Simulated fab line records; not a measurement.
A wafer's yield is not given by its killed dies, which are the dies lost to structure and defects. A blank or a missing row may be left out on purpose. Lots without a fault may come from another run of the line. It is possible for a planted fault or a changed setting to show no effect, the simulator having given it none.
Matching of chambers / flow nand-harc / NHARC_A_BONDPAD_CMP_29 on cmp-01: 4 sister chambers
The step polishes SiCN, target thk 200 nm. 8 wafers are shown with their chamber, then 8 later ones without.

## WAFERS PAIRED WITH THEIR CHAMBERS
wafer=L076.4; chamber=2; motor-current-A (A)=12.0
wafer=L078.2; chamber=0; motor-current-A (A)=10.1
wafer=L084.2; chamber=2; motor-current-A (A)=12.3
wafer=L084.6; chamber=3; motor-current-A (A)=12.1
wafer=L086.3; chamber=1; motor-current-A (A)=11.5
wafer=L086.4; chamber=0; motor-current-A (A)=10.9
wafer=L086.6; chamber=1; motor-current-A (A)=12.1
wafer=L088.1; chamber=3; motor-current-A (A)=12.4

## WAFERS MISSING THEIR CHAMBER
wafer=L088.4; motor-current-A (A)=12.0
wafer=L088.5; motor-current-A (A)=10.9
wafer=L091.2; motor-current-A (A)=10.9
wafer=L091.3; motor-current-A (A)=11.0
wafer=L091.6; motor-current-A (A)=11.6
wafer=L094.1; motor-current-A (A)=12.0
wafer=L094.2; motor-current-A (A)=10.6
wafer=L094.5; motor-current-A (A)=12.8

## WHICH CHAMBER EACH ONE RAN IN
wafer=L088.4; from the rows above=can't be placed: 2 or 1 or 3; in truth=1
wafer=L088.5; from the rows above=can't be placed: 0 or 1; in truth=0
wafer=L091.2; from the rows above=can't be placed: 0 or 1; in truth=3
wafer=L091.3; from the rows above=can't be placed: 0 or 1 or 2 or 3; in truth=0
wafer=L091.6; from the rows above=can't be placed: 1 or 2 or 3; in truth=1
wafer=L094.1; from the rows above=can't be placed: 2 or 1 or 3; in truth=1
wafer=L094.2; from the rows above=0; in truth=0
wafer=L094.5; from the rows above=can't be placed: 3 or 2 or 1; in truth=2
1 of 8 placed correctly. From these rows, 7 cannot be placed; in 6 the true chamber is one of the candidates. 0 placed wrongly.
How it was worked out, from the rows above alone: a wafer's distance from a chamber is the root of the sum, over the readings, of the square of ((its reading less the chamber's mean) divided by the reading's scatter). If the next closest chamber is less than 2 further off than the closest, the wafer can't be placed; otherwise it belongs to the closest. Each chamber's mean is taken over the wafers shown for it. How the scatter is found: for the shown wafers, subtract from each reading the mean of its chamber, square and add these, divide the total by (wafers less chambers), then take the root.
